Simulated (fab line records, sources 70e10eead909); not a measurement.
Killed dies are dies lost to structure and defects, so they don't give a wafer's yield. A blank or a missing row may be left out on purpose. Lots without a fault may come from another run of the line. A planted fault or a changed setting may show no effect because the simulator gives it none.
Which tool did it? | flow nand_harc | 24 lots, 72 wafers sampled, at 1 step of a route of 1159

WHAT THE GAUGES READ, wafer by wafer
NHARC_P_GATE_INSPECT_28. Usual: raw_defect_count 5.8, standard deviation 2.7.
lot  | measured     | on                | raw_defect_count | flag
L074 | day 4 14:01  | defect_inspect-02 | 6 3 5            |
L076 | day 5 08:35  | defect_inspect-01 | 9 8 8            |
L075 | day 5 08:49  | defect_inspect-01 | 6 3 8            |
L077 | day 5 17:32  | defect_inspect-01 | 10 7 4           |
L078 | day 5 18:13  | defect_inspect-01 | 5 2 5            |
L080 | day 6 01:20  | defect_inspect-01 | 7 4 4            |
L079 | day 6 02:07  | defect_inspect-02 | 8 8 3            |
L081 | day 6 10:38  | defect_inspect-02 | 9 6 2            |
L082 | day 6 22:11  | defect_inspect-01 | 1 7 7            |
L083 | day 6 22:21  | defect_inspect-01 | 6 4 5            |
L084 | day 7 11:08  | defect_inspect-01 | 12 12 12         |
L087 | day 7 23:40  | defect_inspect-02 | 7 7 6            |
L085 | day 7 23:49  | defect_inspect-01 | 6 5 4            |
L086 | day 7 23:58  | defect_inspect-01 | 5 5 11           |
L089 | day 8 08:28  | defect_inspect-02 | 3 4 9            |
L088 | day 8 08:59  | defect_inspect-02 | 4 5 7            |
L090 | day 8 17:18  | defect_inspect-02 | 9 9 3            |
L091 | day 8 17:47  | defect_inspect-02 | 9 5 4            |
L092 | day 9 06:42  | defect_inspect-01 | 4 6 7            |
L093 | day 9 06:44  | defect_inspect-02 | 1 10 9           |
L094 | day 9 14:07  | defect_inspect-02 | 5 6 7            |
L095 | day 10 00:41 | defect_inspect-02 | 3 5 2            |
L096 | day 10 00:50 | defect_inspect-01 | 2 5 8            |
L097 | day 10 16:58 | defect_inspect-01 | 4 7 7            |

WHICH TOOL RAN EACH LOT (tool, then ch and the chambers of the sampled wafers, then the start)
The record holds no process step before these readings.

WHAT THE TOOLS THEMSELVES READ (means of the sampled wafers that have a number; where no wafer has one, the mark that the record gives instead)
The record holds no such reading with a usual standard deviation.

THE ANSWER, worked out from the rows above alone
Rule: a lot is off if the mean of its wafers that have a number lies more than 3 standard deviations from the usual mean. A lot without any number at a reading at which 4 lots or more have one is off too. The other lots that the step has rows for count as sound. The gauges are gone through in route order, then the tools' own readings, and for those a lot's mean is taken as printed above. The first step at which some lot is off is used, and at that step the reading that is off furthest; a lot without a number counts as furthest.
No lot is off at any reading shown: from this, nothing can be told.

WHAT THE SIMULATOR HAD PUT IN
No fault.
